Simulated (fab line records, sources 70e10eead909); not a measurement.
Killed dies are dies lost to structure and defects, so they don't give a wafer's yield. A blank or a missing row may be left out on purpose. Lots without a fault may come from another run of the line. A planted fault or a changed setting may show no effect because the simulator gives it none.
Chamber matching | flow nand_harc | NHARC_A_CHANNEL_FILL_D1_ALD_25 on ald_hk-02: 4 sister chambers
The step deposits SiOx, target thk 60 nm, pulse time 10 s, ald cycles 600. 8 wafers are shown with their chamber, then 8 later ones without.

WAFERS WITH THEIR CHAMBER
wafer  | chamber | heater_power_w (W) | precursor_pulse_height_rel
L077.5 | 1       | 457                | 0.949
L081.4 | 2       | 521                | 0.986
L084.2 | 3       | 514                | 1.020
L084.5 | 0       | 436                | 0.988
L085.3 | 2       | 525                | 0.984
L085.2 | 0       | 432                | 0.983
L085.5 | 3       | 525                | 0.986
L091.2 | 1       | 456                | 1.000

WAFERS WITHOUT THEIR CHAMBER
wafer  | heater_power_w (W) | precursor_pulse_height_rel
L091.4 | 433                | 0.981
L091.6 | 536                | 0.993
L094.2 | 434                | 0.971
L094.5 | 535                | 0.995
L094.6 | 427                | 0.996
L096.1 | 522                | 1.003
L096.4 | 543                | 1.012
L096.5 | 432                | 0.989

WHICH CHAMBER EACH WENT THROUGH
wafer  | from the rows above     | in truth
L091.4 | 0                       | 0
L091.6 | can't be placed: 2 or 3 | 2
L094.2 | 0                       | 0
L094.5 | can't be placed: 2 or 3 | 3
L094.6 | 0                       | 0
L096.1 | can't be placed: 3 or 2 | 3
L096.4 | can't be placed: 2 or 3 | 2
L096.5 | 0                       | 0
Placed correctly: 4 of 8. Can't be placed from these rows: 4 (the true chamber is among the candidates in 4). Placed wrongly: 0.
How it was worked out, from the rows above alone: a wafer's distance from a chamber is the root of the sum, over the readings, of the square of ((its reading less the chamber's mean) divided by the reading's scatter). The wafer belongs to the nearest chamber; if the next one is less than 2 further off, it can't be placed. A chamber's mean is the mean of its shown wafers. The scatter: the root of (the sum of the squares of (reading less its chamber's mean) over the shown wafers, divided by (wafers less chambers)).
